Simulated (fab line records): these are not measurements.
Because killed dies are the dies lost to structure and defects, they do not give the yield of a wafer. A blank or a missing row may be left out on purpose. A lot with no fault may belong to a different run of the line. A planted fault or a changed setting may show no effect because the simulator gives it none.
fab line records	flow n5-finfet
record: lots: 14	wafers: 39	last-day: 18
route steps=1938 shown BEOL_M10@1523 PASSIVATION@1909
lots with no fault: from the same line, run without faults
start-h: the number of hours between the record's first day and the start of the first shown wafer of the lot	wait-h: how many hours have passed since the lot's step before this one	" same as the row above	L1.1+2: a row that stands for several wafers	- no value, or no start was given	* or withheld: withheld	< > ~ a bound
route shown NAME@n: NAME is a module with steps in the file, n the number in the route of the first one	usual: mean/standard deviation taken from wafers without a fault	same: alike in all rows	chamber/n: place in a boat	sites: per-site readings	_std_site: the standard deviation of these	_edge_site: mean of outer sites minus mean of inner sites	radius-mm: for every site, how far away it sits from the centre of the wafer	mask NAME#n: copy n	behind: tool/chamber where the wafer was last shaped	hold: the reason the lot was held/the length of the hold in hours/how it ended	device: which transistor (n, p or np) failed to switch	end of line: the tests these same wafers got at the end of their route	step lacking rows: just its recipe	killed: dies lost to structure and defects at the first sort, not the wafer's yield	map: a wafer's dies, x killed, . not, _ none there
set.NAME: the setting the step ran with; set.NAME@STEP: the setting that earlier step ran with	model.NAME: the simulator's own value behind a step, which no gauge read
the route's steps for a sample of lots (tables are steps, rows are wafers)
services: a tool's chamber out of use, with start hour (start-h, from the record's first day; less than 0 if before it), hours out, and reason
== steps ==
step: N5_BEOL_M10_PRE_CLEAN_45
recipe: gas: H2/He	time-s: 30	temp-c: 250
usual: heater-power-w: 329/31
lot.wafer	tool	chamber	start-h	wait-h	heater-power-w
L987.3	pvd-sputter-02	-	237.98	0.0	308
L987.4	"	-	"	"	362
L987.6	"	-	"	"	310
L986.1	pvd-sputter-02	-	238.97	0.0	321
L986.4	"	-	"	"	353
L986.5	"	-	"	"	283
L990.1	pvd-sputter-02	-	256.24	0.0	281
L990.2	"	-	"	"	304
L990.6	"	-	"	"	359
L991.1	pvd-sputter-03	-	262.02	0.0	341
L991.2	"	-	"	"	307
L991.5	"	-	"	"	357
L992.2	pvd-sputter-03	-	268.30	0.0	315
L992.3	"	-	"	"	313
L992.5	"	-	"	"	349
L994.1	pvd-sputter-01	-	284.69	0.0	300
L994.2	"	-	"	"	310
L994.3	"	-	"	"	329
L995.4	pvd-sputter-03	-	286.69	0.0	349
L995.5	"	-	"	"	349
L997.4	pvd-sputter-01	-	288.47	0.0	323
L997.6	"	-	"	"	297
L996.2	pvd-sputter-01	-	293.59	0.0	309
L996.3	"	-	"	"	303
L996.4	"	-	"	"	410
L999.2	pvd-sputter-03	-	305.20	0.0	349
L999.3	"	-	"	"	361
L999.6	"	-	"	"	308
L105.1	pvd-sputter-03	-	334.66	0.0	343
L105.2	"	-	"	"	316
L105.6	"	-	"	"	359
L104.1	pvd-sputter-02	-	337.90	0.0	354
L104.4	"	-	"	"	370
L103.2	pvd-sputter-03	-	339.02	0.0	313
L103.4	"	-	"	"	351
L103.5	"	-	"	"	315
L109.1	pvd-sputter-02	-	372.81	0.0	357
L109.2	"	-	"	"	285
L109.4	"	-	"	"	316
step: N5_PASSIVATION_AL_ETCH_33
recipe: chemistry: Cl2/BCl3	target-depth-a: 28000	over-etch-frac: 0.15	Cl2_flow_sccm: 180	bcl3-flow-sccm: 60	target: Al	stop-on: TaN	time-s: 466.7	ion-energy-ev: 100	pressure-mtorr: 10	icp-w: 900	bias-w: 100
usual: drypump-motor-current-A: 5.7/0.49	oes-product-au: 0.70/0.078	throttle-valve-pct: 34.2/0.32
lot.wafer	tool	chamber	start-h	wait-h	drypump-motor-current-A	oes-product-au	rf-hours-counter-h	throttle-valve-pct
L987.3	rie-metal-02	1	282.38	0.2	6.5	0.82	-	34.2
L987.4	"	0	"	"	5.5	0.72	-	34.8
L987.6	"	1	"	"	6.6	0.82	-	34.2
L986.1	rie-metal-01	1	294.62	0.1	5.7	0.78	20	34.1
L986.4	"	1	"	"	5.7	0.77	-	34.1
L986.5	"	0	"	"	5.1	0.77	-	34.5
L990.1	rie-metal-01	0	306.77	0.1	5.0	0.75	18	34.5
L990.2	"	1	"	"	5.7	0.78	21	34.1
L990.6	"	1	"	"	5.7	0.78	-	34.1
L991.1	rie-metal-03	1	313.03	0.1	5.6	0.61	77	33.8
L991.2	"	0	"	"	5.3	0.60	82	34.0
L991.5	"	0	"	"	5.3	0.60	-	34.1
L992.2	rie-metal-03	0	316.30	0.1	5.3	0.61	83	34.0
L992.3	"	0	"	"	5.3	0.60	-	34.1
L992.5	"	1	"	"	5.6	0.63	-	33.8
L994.1	rie-metal-03	1	328.68	0.1	5.6	0.62	79	33.8
L994.2	"	0	"	"	5.3	0.61	84	34.0
L994.3	"	1	"	"	5.6	0.62	-	33.8
L995.4	rie-metal-02	1	329.69	0.5	6.5	0.82	-	34.2
L995.5	"	1	"	"	6.6	0.80	-	34.2
L997.4	rie-metal-02	1	332.53	0.2	6.6	0.81	-	34.2
L997.6	"	1	"	"	6.6	0.80	-	34.2
L996.2	rie-metal-02	1	338.32	0.1	6.6	0.79	14	34.2
L996.3	"	1	"	"	6.5	0.79	-	34.2
L996.4	"	0	"	"	5.5	0.71	-	34.7
L999.2	rie-metal-01	1	354.78	0.1	5.7	0.75	26	34.1
L999.3	"	1	"	"	5.7	0.74	-	34.2
L999.6	"	1	"	"	5.7	0.75	-	34.2
L105.1	rie-metal-03	1	386.15	0.1	5.6	0.62	84	33.8
L105.2	"	0	"	"	5.3	0.60	89	34.0
L105.6	"	1	"	"	5.6	0.63	-	33.7
L104.1	rie-metal-02	0	390.29	0.3	5.6	0.70	46	34.8
L104.4	"	0	"	"	5.6	0.70	-	34.7
L103.2	rie-metal-03	0	390.98	0.1	5.3	0.59	90	34.0
L103.4	"	1	"	"	5.6	0.63	-	33.7
L103.5	"	1	"	"	5.6	0.63	-	33.8
L109.1	rie-metal-03	0	417.69	0.1	5.3	0.59	93	34.0
L109.2	"	1	"	"	5.6	0.62	88	33.8
L109.4	"	0	"	"	5.3	0.58	-	34.0
step: N5_PASSIVATION_CD_MEAS_44
recipe: target-cd-nm: 40000	landing-energy-ev: 500	detector: se-inlens
usual: cd-nm: 39999/4.8
lot.wafer	tool	chamber	start-h	wait-h	cd-nm
L987.3	cd-sem-01	0	283.84	-	40005
L987.4	"	0	"	"	40000
L987.6	"	0	"	"	39997
L986.1	cd-sem-02	0	296.29	-	40001
L986.4	"	0	"	"	40000
L986.5	"	0	"	"	40004
L990.1	cd-sem-03	0	308.58	-	39998
L990.2	"	0	"	"	39987
L990.6	"	0	"	"	39999
L991.1	cd-sem-01	0	314.63	-	39998
L991.2	"	0	"	"	40003
L991.5	"	0	"	"	39997
L992.2	cd-sem-01	0	318.07	-	40004
L992.3	"	0	"	"	39993
L992.5	"	0	"	"	40002
L994.1	cd-sem-01	0	330.37	-	39998
L994.2	"	0	"	"	39999
L994.3	"	0	"	"	39999
L995.4	cd-sem-03	0	331.74	-	39995
L995.5	"	0	"	"	39999
L997.4	cd-sem-03	0	333.96	-	39998
L997.6	"	0	"	"	39996
L996.2	cd-sem-03	0	340.12	-	39999
L996.3	"	0	"	"	39998
L996.4	"	0	"	"	39988
L999.2	cd-sem-02	0	356.47	-	40002
L999.3	"	0	"	"	39996
L999.6	"	0	"	"	39989
L105.1	cd-sem-02	0	387.88	-	39998
L105.2	"	0	"	"	39994
L105.6	"	0	"	"	39997
L104.1	cd-sem-02	0	391.86	-	39996
L104.4	"	0	"	"	40001
L103.2	cd-sem-02	0	393.15	-	40004
L103.4	"	0	"	"	40000
L103.5	"	0	"	"	39996
L109.1	cd-sem-02	0	419.38	-	40005
L109.2	"	0	"	"	40004
L109.4	"	0	"	"	40006
step: N5_PASSIVATION_PROBE_49
usual: defect-limited-yield: 91.6/1.4	killed_at_M0_to_M3: 32/9.5	killed_at_M4_up: 13/6	killed-at-contacts: 12/5.6	killed-at-front-end: 39/11	killed-at-other: 2.8/2.3	killed-dies: 99/16	killed-open: 65/12	killed-short: 32/7.6	sort_bin_4_leakage: 0.1/0.88	sort_bin_5_function: 4.8/0.88	sort_bin_6_memory: 3.2/0.65	sort-n-pass: 1077/29	sort-yield-pct: 91.2/2.5
same: gross-dies: 1180	killed-at-back-side: 0	sort_bin_8_speed[%]: 0
lot.wafer	tool	chamber	start-h	wait-h	defect-limited-yield[%]	killed_at_M0_to_M3	killed_at_M4_up	killed-at-contacts	killed-at-front-end	killed-at-other	killed-dies	killed-open	killed-short	sort_bin_4_leakage[%]	sort_bin_5_function[%]	sort_bin_6_memory[%]	sort-n-pass	sort-yield-pct[%]
L987.3	prober-01	-	287.07	0.1	93.0	23	12	3	45	0	83	59	24	0	3.6	3.0	1097	93.0
L987.4	prober-01	-	287.12	0.2	90.2	42	9	6	59	0	116	86	29	0	5.9	3.8	1064	90.2
L987.6	prober-01	-	287.22	0.3	90.2	46	15	9	45	1	116	78	38	0	4.9	4.7	1064	90.2
L986.1	prober-02	-	299.46	0.0	90.2	44	13	20	37	2	116	79	36	0	5.8	3.7	1064	90.2
L986.4	prober-02	-	299.61	0.2	90.0	27	9	15	64	3	118	77	40	0	5.9	4.0	1062	90.0
L986.5	prober-02	-	299.66	0.2	91.0	51	10	11	33	1	106	54	50	0	5.7	3.1	1074	91.0
L990.1	prober-02	-	311.71	0.0	93.0	28	9	19	22	5	83	55	27	0	4.2	2.7	1097	93.0
L990.2	prober-02	-	311.76	0.1	91.5	34	10	12	43	1	100	70	29	0	5.5	2.8	1080	91.5
L990.6	prober-02	-	311.96	0.3	90.2	21	19	18	54	4	116	76	40	0	6.2	3.0	1064	90.2
L991.1	prober-01	-	318.29	0.0	94.5	11	7	12	33	2	65	38	20	0.2	3.1	1.6	1113	94.3
L991.2	prober-01	-	318.34	0.1	94.2	10	9	16	29	5	69	53	16	0	3.6	1.9	1111	94.2
L991.5	prober-01	-	318.49	0.2	93.1	17	10	17	36	2	82	51	30	0	4.2	2.5	1098	93.1
L992.2	prober-02	-	322.64	0.1	91.2	53	11	11	29	0	104	63	41	0	4.9	3.6	1076	91.2
L992.3	prober-02	-	322.69	0.1	91.2	34	11	7	50	2	104	70	32	0	4.7	4.0	1076	91.2
L992.5	prober-02	-	322.79	0.2	91.9	33	8	12	40	3	96	66	30	0	4.7	3.1	1084	91.9
L994.1	prober-02	-	333.58	0.0	87.7	36	12	25	70	2	145	84	60	0	7.8	3.8	1035	87.7
L994.2	prober-02	-	333.63	0.1	90.2	32	19	25	35	5	116	78	38	0	5.9	3.7	1064	90.2
L994.3	prober-02	-	333.68	0.1	92.9	25	7	16	30	6	84	52	29	0	4.0	3.0	1096	92.9
L995.4	prober-01	-	335.43	0.2	89.4	36	20	12	54	3	125	72	52	0	6.8	3.2	1055	89.4
L995.5	prober-01	-	335.48	0.2	91.9	36	15	18	23	3	95	62	31	0	5.1	2.6	1085	91.9
L997.4	prober-02	-	337.42	0.2	91.9	32	12	8	41	3	96	66	30	0	4.2	3.6	1084	91.9
L997.6	prober-02	-	337.52	0.3	90.3	37	9	6	59	4	115	67	40	0	4.5	4.2	1065	90.3
L996.2	prober-02	-	343.54	0.1	91.0	28	14	12	49	3	106	69	37	0	4.8	3.7	1074	91.0
L996.3	prober-02	-	343.59	0.1	91.3	24	9	14	51	5	103	76	27	0	4.9	3.3	1077	91.3
L996.4	prober-02	-	343.64	0.2	91.2	44	11	6	38	5	104	72	32	0	5.2	3.3	1076	91.2
L999.2	prober-02	-	359.65	0.1	91.6	24	17	7	45	6	99	58	38	0	4.5	3.6	1081	91.6
L999.3	prober-02	-	359.70	0.1	89.9	36	22	8	46	7	119	72	44	0	6.4	3.3	1061	89.9
L999.6	prober-02	-	359.85	0.3	92.2	27	16	8	37	4	92	65	27	0	4.7	2.6	1088	92.2
L105.1	prober-02	-	391.32	0.0	81.8	25	126	7	51	6	215	59	32	0	10.9	4.6	965	81.8
L105.2	prober-02	-	391.37	0.1	84.5	18	112	12	36	5	183	51	22	0.5	10.4	3.8	991	84.0
L105.6	prober-02	-	391.57	0.3	83.6	32	109	18	30	4	193	63	37	0.3	10.5	4.7	983	83.3
L104.1	prober-02	-	395.51	0.0	90.8	42	19	14	33	1	109	66	31	0.2	5.1	3.1	1069	90.6
L104.4	prober-02	-	395.66	0.2	92.1	33	7	14	39	0	93	54	36	0	5.0	2.4	1087	92.1
L103.2	prober-02	-	397.35	0.7	88.0	37	64	16	23	2	142	56	28	0	8.1	3.1	1038	88.0
L103.4	prober-02	-	397.45	0.8	82.3	32	121	4	52	0	209	57	40	0	10.8	4.1	971	82.3
L103.5	prober-02	-	397.50	0.8	85.3	43	71	12	46	1	173	65	35	0	10.0	3.2	1007	85.3
L109.1	prober-02	-	422.93	0.0	91.6	21	25	4	40	9	99	65	33	0	4.8	3.1	1081	91.6
L109.2	prober-02	-	422.98	0.1	89.6	29	20	12	55	7	123	75	41	0	5.9	4.0	1057	89.6
L109.4	prober-02	-	423.08	0.2	91.6	33	9	7	49	1	99	56	37	0	4.6	2.8	1081	91.6
killed by level:class
L987.3 FIN_SAQP:geometric-particle:short=12 FIN_SAQP:geometric-particle:open=9 STI_FIN_REVEAL:geometric-particle:open=8 BEOL_M2:geometric-particle:open=7 STARTING-WAFER:geometric-particle:open=7 BEOL_M3:geometric-particle:open=7 BEOL_M0_SAQP:geometric-particle:open=4 BEOL_M4:geometric-particle:open=4
L987.4 STI_FIN_REVEAL:geometric-particle:open=25 BEOL_M2:geometric-particle:open=15 FIN_SAQP:geometric-particle:short=10 FIN_SAQP:geometric-particle:open=9 BEOL_M3:geometric-particle:open=9 DUMMY_GATE:geometric-particle:open=4 MOL_CONTACT_COAG:geometric-particle:open=4 BEOL_M0_SAQP:geometric-particle:open=4
L987.6 BEOL_M0_SAQP:geometric-particle:short=14 FIN_SAQP:geometric-particle:open=11 STI_FIN_REVEAL:geometric-particle:open=10 BEOL_M0_SAQP:geometric-particle:open=10 MOL_CONTACT_COAG:geometric-particle:open=7 FIN_SAQP:geometric-particle:short=6 BEOL_M3:geometric-particle:open=6 BEOL_M2:geometric-particle:open=5
L986.1 MOL_CONTACT_COAG:geometric-particle:open=17 BEOL_M0_SAQP:geometric-particle:short=12 BEOL_M2:geometric-particle:open=11 FIN_SAQP:geometric-particle:open=10 DUMMY_GATE:geometric-particle:open=10 BEOL_M0_SAQP:geometric-particle:open=6 BEOL_M5:geometric-particle:open=5 BEOL_M3:geometric-particle:open=5
L986.4 STI_FIN_REVEAL:geometric-particle:open=20 MOL_CONTACT_COAG:geometric-particle:open=14 FIN_SAQP:geometric-particle:open=11 GATE_CUT:geometric-particle:short=7 BEOL_M1:geometric-particle:short=6 DUMMY_GATE:geometric-particle:open=5 ILD0:geometric-particle:short=5 BEOL_M0_SAQP:geometric-particle:open=5
L986.5 BEOL_M0_SAQP:geometric-particle:short=22 BEOL_M0_SAQP:geometric-particle:open=16 FIN_SAQP:geometric-particle:short=10 MOL_CONTACT_COAG:geometric-particle:open=8 BEOL_M1:geometric-particle:short=8 STARTING-WAFER:geometric-particle:open=5 FIN_SAQP:geometric-particle:open=4 STI_FIN_REVEAL:geometric-particle:open=3
L990.1 MOL_CONTACT_COAG:geometric-particle:open=12 MOL_CONTACT_COAG:geometric-particle:short=7 BEOL_M0_SAQP:geometric-particle:short=7 STI_FIN_REVEAL:geometric-particle:open=5 DUMMY_GATE:geometric-particle:open=5 BEOL_M1:geometric-particle:open=5 BEOL_M2:geometric-particle:open=5 BEOL_M3:geometric-particle:open=5
L990.2 MOL_CONTACT_COAG:geometric-particle:open=11 BEOL_M2:geometric-particle:open=9 FIN_SAQP:geometric-particle:open=8 STI_FIN_REVEAL:geometric-particle:open=8 BEOL_M0_SAQP:geometric-particle:short=7 DUMMY_GATE:geometric-particle:open=7 BEOL_M0:geometric-particle:open=5 BEOL_M4:geometric-particle:open=5
L990.6 FIN_SAQP:geometric-particle:open=20 MOL_CONTACT_COAG:geometric-particle:open=12 FIN_SAQP:geometric-particle:short=8 GATE_CUT:geometric-particle:short=7 MOL_CONTACT_COAG:geometric-particle:short=6 BEOL_M7:geometric-particle:open=6 BEOL_M0_SAQP:geometric-particle:short=5 BEOL_M1:geometric-particle:open=4
L991.1 MOL_CONTACT_COAG:geometric-particle:open=9 FIN_SAQP:geometric-particle:open=6 HKMG_FIN:area-etch=6 FIN_SAQP:geometric-particle:short=4 STARTING-WAFER:geometric-particle:open=4 DUMMY_GATE:geometric-particle:open=3 MOL_CONTACT_COAG:geometric-particle:short=3 BEOL_M1:geometric-particle:open=3
L991.2 MOL_CONTACT_COAG:geometric-particle:open=15 STI_FIN_REVEAL:geometric-particle:open=12 BEOL_M3:geometric-particle:open=6 DUMMY_GATE:geometric-particle:open=4 BEOL_M4:geometric-particle:open=4 FIN_SAQP:geometric-particle:short=3 GATE_CUT:geometric-particle:short=3 GATE_CUT:geometric-particle:open=2
L991.5 FIN_SAQP:geometric-particle:open=13 FIN_SAQP:geometric-particle:short=10 MOL_CONTACT_COAG:geometric-particle:open=10 MOL_CONTACT_COAG:geometric-particle:short=7 BEOL_M1:geometric-particle:open=5 STI_FIN_REVEAL:geometric-particle:short=3 STI_FIN_REVEAL:geometric-particle:open=3 BEOL_M0_SAQP:geometric-particle:open=3
L992.2 BEOL_M1:geometric-particle:open=13 BEOL_M2:geometric-particle:open=12 MOL_CONTACT_COAG:geometric-particle:open=9 BEOL_M0_SAQP:geometric-particle:short=8 BEOL_M3:geometric-particle:short=7 FIN_SAQP:geometric-particle:short=6 ILD0:geometric-particle:short=6 BEOL_M0_SAQP:geometric-particle:open=6
L992.3 STI_FIN_REVEAL:geometric-particle:open=14 FIN_SAQP:geometric-particle:open=10 FIN_SAQP:geometric-particle:short=9 BEOL_M3:geometric-particle:open=8 BEOL_M0_SAQP:geometric-particle:short=7 BEOL_M2:geometric-particle:open=6 BEOL_M1:geometric-particle:open=5 DUMMY_GATE:geometric-particle:open=5
L992.5 STI_FIN_REVEAL:geometric-particle:open=11 BEOL_M3:geometric-particle:open=11 MOL_CONTACT_COAG:geometric-particle:open=9 FIN_SAQP:geometric-particle:open=5 BEOL_M2:geometric-particle:open=5 BEOL_M0_SAQP:geometric-particle:open=4 FIN_SAQP:geometric-particle:short=3 FIN_CUT:geometric-particle:short=3
L994.1 FIN_SAQP:geometric-particle:open=23 FIN_SAQP:geometric-particle:short=13 MOL_CONTACT_COAG:geometric-particle:open=13 MOL_CONTACT_COAG:geometric-particle:short=12 BEOL_M3:geometric-particle:open=9 GATE_CUT:geometric-particle:short=8 BEOL_M0_SAQP:geometric-particle:short=8 BEOL_M4:geometric-particle:open=7
L994.2 MOL_CONTACT_COAG:geometric-particle:open=19 FIN_SAQP:geometric-particle:short=8 BEOL_M3:geometric-particle:open=8 BEOL_M2:geometric-particle:open=7 MOL_CONTACT_COAG:geometric-particle:short=6 BEOL_M0_SAQP:geometric-particle:open=6 DUMMY_GATE:geometric-particle:open=5 BEOL_M4:geometric-particle:open=5
L994.3 MOL_CONTACT_COAG:geometric-particle:open=13 FIN_SAQP:geometric-particle:short=7 FIN_SAQP:geometric-particle:open=6 BEOL_M3:geometric-particle:open=6 STI_FIN_REVEAL:geometric-particle:open=5 BEOL_M0_SAQP:geometric-particle:open=4 MOL_CONTACT_COAG:geometric-particle:short=3 BEOL_M2:geometric-particle:open=3
L995.4 BEOL_M0_SAQP:geometric-particle:short=18 FIN_SAQP:geometric-particle:open=12 BEOL_M0_SAQP:geometric-particle:open=12 BEOL_M4:geometric-particle:open=11 FIN_SAQP:geometric-particle:short=10 MOL_CONTACT_COAG:geometric-particle:open=10 GATE_CUT:geometric-particle:short=6 STI_FIN_REVEAL:geometric-particle:open=5
L995.5 MOL_CONTACT_COAG:geometric-particle:open=16 BEOL_M0_SAQP:geometric-particle:open=14 BEOL_M0_SAQP:geometric-particle:short=13 FIN_SAQP:geometric-particle:short=6 STI_FIN_REVEAL:geometric-particle:open=5 BEOL_M4:geometric-particle:open=5 FIN_SAQP:geometric-particle:open=4 BEOL_M4:geometric-particle:short=4
L997.4 STI_FIN_REVEAL:geometric-particle:open=10 BEOL_M4:geometric-particle:open=10 BEOL_M0_SAQP:geometric-particle:open=8 FIN_SAQP:geometric-particle:short=7 MOL_CONTACT_COAG:geometric-particle:open=7 FIN_SAQP:geometric-particle:open=6 GATE_CUT:geometric-particle:short=6 BEOL_M0_SAQP:geometric-particle:short=6
L997.6 STI_FIN_REVEAL:geometric-particle:open=10 GATE_CUT:geometric-particle:open=10 BEOL_M0_SAQP:geometric-particle:short=10 BEOL_M0_SAQP:geometric-particle:open=9 GATE_CUT:geometric-particle:short=8 BEOL_M2:geometric-particle:open=8 FIN_SAQP:geometric-particle:short=7 HKMG_FIN:area-etch=7
L996.2 FIN_SAQP:geometric-particle:open=16 FIN_SAQP:geometric-particle:short=10 MOL_CONTACT_COAG:geometric-particle:open=10 BEOL_M2:geometric-particle:open=8 BEOL_M3:geometric-particle:open=7 STI_FIN_REVEAL:geometric-particle:open=6 BEOL_M4:geometric-particle:open=5 BEOL_M0_SAQP:geometric-particle:short=4
L996.3 FIN_SAQP:geometric-particle:open=16 STI_FIN_REVEAL:geometric-particle:open=14 MOL_CONTACT_COAG:geometric-particle:open=11 BEOL_M1:geometric-particle:open=6 FIN_SAQP:geometric-particle:short=5 BEOL_M0_SAQP:geometric-particle:open=5 STARTING-WAFER:geometric-particle:open=5 STI_FIN_REVEAL:geometric-particle:short=4
L996.4 BEOL_M2:geometric-particle:open=14 BEOL_M1:geometric-particle:open=13 FIN_SAQP:geometric-particle:open=11 FIN_SAQP:geometric-particle:short=7 MOL_CONTACT_COAG:geometric-particle:open=5 STARTING-WAFER:geometric-particle:short=5 STI_FIN_REVEAL:geometric-particle:open=4 BEOL_M0_SAQP:geometric-particle:short=4
L999.2 FIN_SAQP:geometric-particle:short=11 FIN_SAQP:geometric-particle:open=7 BEOL_M2:geometric-particle:open=7 STI_FIN_REVEAL:geometric-particle:open=6 MOL_CONTACT_COAG:geometric-particle:open=6 BEOL_M5:geometric-particle:open=6 ILD0:geometric-particle:short=5 BEOL_M0_SAQP:geometric-particle:open=5
L999.3 FIN_SAQP:geometric-particle:short=9 FIN_SAQP:geometric-particle:open=9 STI_FIN_REVEAL:geometric-particle:open=8 BEOL_M4:geometric-particle:open=8 MOL_CONTACT_COAG:geometric-particle:open=6 BEOL_M0_SAQP:geometric-particle:short=6 BEOL_M3:geometric-particle:open=5 DUMMY_GATE:geometric-particle:open=5
L999.6 BEOL_M2:geometric-particle:open=9 MOL_CONTACT_COAG:geometric-particle:open=8 STI_FIN_REVEAL:geometric-particle:open=6 BEOL_M0_SAQP:geometric-particle:short=6 BEOL_M0_SAQP:geometric-particle:open=6 DUMMY_GATE:geometric-particle:open=5 BEOL_M5:geometric-particle:open=5 FIN_SAQP:geometric-particle:short=4
L105.1 BEOL_M10:unspecified=109 HKMG_FIN:area-etch=14 FIN_SAQP:geometric-particle:open=8 BEOL_M4:geometric-particle:open=8 STI_FIN_REVEAL:geometric-particle:open=8 MOL_CONTACT_COAG:geometric-particle:open=6 BEOL_M3:geometric-particle:open=6 FIN_SAQP:geometric-particle:short=5
L105.2 BEOL_M10:unspecified=103 MOL_CONTACT_COAG:geometric-particle:open=11 HKMG_FIN:area-etch=7 BEOL_M3:geometric-particle:open=6 FIN_SAQP:geometric-particle:open=5 STI_FIN_REVEAL:geometric-particle:open=4 DUMMY_GATE:geometric-particle:open=4 GATE_CUT:geometric-particle:open=3
L105.6 BEOL_M10:unspecified=93 STI_FIN_REVEAL:geometric-particle:open=15 MOL_CONTACT_COAG:geometric-particle:open=13 BEOL_M0_SAQP:geometric-particle:open=8 BEOL_M1:geometric-particle:open=7 BEOL_M0_SAQP:geometric-particle:short=6 MOL_CONTACT_COAG:geometric-particle:short=5 BEOL_M1:geometric-particle:short=5
L104.1 MOL_CONTACT_COAG:geometric-particle:open=11 BEOL_M0_SAQP:geometric-particle:open=9 HKMG_FIN:area-etch=9 BEOL_M0_SAQP:geometric-particle:short=8 BEOL_M2:geometric-particle:open=8 BEOL_M1:geometric-particle:open=6 BEOL_M4:geometric-particle:open=6 DUMMY_GATE:geometric-particle:open=5
L104.4 BEOL_M0_SAQP:geometric-particle:open=13 MOL_CONTACT_COAG:geometric-particle:open=12 BEOL_M0_SAQP:geometric-particle:short=11 GATE_CUT:geometric-particle:short=10 DUMMY_GATE:geometric-particle:open=7 STARTING-WAFER:geometric-particle:short=5 BEOL_M1:geometric-particle:open=4 STARTING-WAFER:geometric-particle:open=4
L103.2 BEOL_M10:unspecified=58 MOL_CONTACT_COAG:geometric-particle:open=12 BEOL_M0_SAQP:geometric-particle:open=10 BEOL_M0_SAQP:geometric-particle:short=9 STI_FIN_REVEAL:geometric-particle:open=8 BEOL_M2:geometric-particle:open=7 MOL_CONTACT_COAG:geometric-particle:short=4 BEOL_M1:geometric-particle:open=4
L103.4 BEOL_M10:unspecified=103 FIN_SAQP:geometric-particle:open=14 FIN_SAQP:geometric-particle:short=10 BEOL_M0_SAQP:geometric-particle:short=9 BEOL_M0_SAQP:geometric-particle:open=8 HKMG_FIN:area-etch=8 BEOL_M1:geometric-particle:open=5 BEOL_M2:geometric-particle:open=5
L103.5 BEOL_M10:unspecified=66 FIN_SAQP:geometric-particle:open=12 BEOL_M0_SAQP:geometric-particle:open=12 BEOL_M1:geometric-particle:open=11 MOL_CONTACT_COAG:geometric-particle:open=10 BEOL_M0_SAQP:geometric-particle:short=10 FIN_SAQP:geometric-particle:short=8 HKMG_FIN:area-etch=7
L109.1 FIN_SAQP:geometric-particle:open=13 BEOL_M4:geometric-particle:open=12 BEOL_M1:geometric-particle:open=6 FIN_SAQP:geometric-particle:short=4 STI_FIN_REVEAL:geometric-particle:open=4 ILD0:geometric-particle:short=4 BEOL_M4:geometric-particle:short=4 MOL_CONTACT_COAG:geometric-particle:short=3
L109.2 FIN_SAQP:geometric-particle:open=11 BEOL_M4:geometric-particle:open=9 MOL_CONTACT_COAG:geometric-particle:open=9 STI_FIN_REVEAL:geometric-particle:open=8 BEOL_M0_SAQP:geometric-particle:open=7 BEOL_M0_SAQP:geometric-particle:short=6 STARTING-WAFER:geometric-particle:short=5 HKMG_FIN:area-etch=5
L109.4 FIN_SAQP:geometric-particle:short=10 BEOL_M0_SAQP:geometric-particle:short=10 FIN_SAQP:geometric-particle:open=6 BEOL_M2:geometric-particle:open=6 DUMMY_GATE:geometric-particle:open=6 HKMG_FIN:area-etch=6 BEOL_M1:geometric-particle:open=5 STI_FIN_REVEAL:geometric-particle:open=4
== services ==
tool	chamber	start-h	hours	kind
rie-metal-03	-	272.79	0.3	repair
rie-metal-02	-	297.91	1.1	repair
rie-metal-02	0	325.16	6.6	repair
rie-metal-03	1	330.96	1.0	repair
rie-metal-01	-	366.21	14.6	pm
pvd-sputter-03	-	366.39	1.0	repair
rie-metal-02	1	371.12	5.9	repair
rie-metal-01	0	386.27	23.8	repair
rie-metal-01	1	388.87	2.2	repair
pvd-sputter-02	-	406.22	7.6	repair
== key ==
first-sign: step: N5_PASSIVATION_PROBE_49	reading: killed_at_M4_up	direction: up	sigmas: 15	usual: 13	struck: 100
effect: step: N5_PASSIVATION_PROBE_49	reading: defect-limited-yield	direction: down	sigmas: 5.3	usual: 91.6	struck: 84.3
more-kills-born-at: N5_BEOL_M10_PRE_CLEAN_45@pvd-sputter-03: 532
met-at N5_BEOL_M10_PRE_CLEAN_45
struck-lots L103,L105
baseline-loss: step: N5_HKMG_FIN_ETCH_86	wafers: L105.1
not-acting-at N5_PASSIVATION_AL_ETCH_33,N5_PASSIVATION_CD_MEAS_44
onset-between 305.20 334.66
earlier-fault: kind: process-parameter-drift	tool: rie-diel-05	chamber: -	onset-h: 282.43	steps: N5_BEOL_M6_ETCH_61	channel: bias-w	offset: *	shape: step	acts-in: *	stated: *
fault: kind: chamber-particle-source	tool: pvd-sputter-03	chamber: -	onset-h: 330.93	steps: N5_BEOL_M10_PRE_CLEAN_45	rate-per-visit-cm2: 0.45477
baseline-loss: these wafers lose ten dies or more at that step, a loss of the line's own and not of a fault; the sort's usual values leave them out
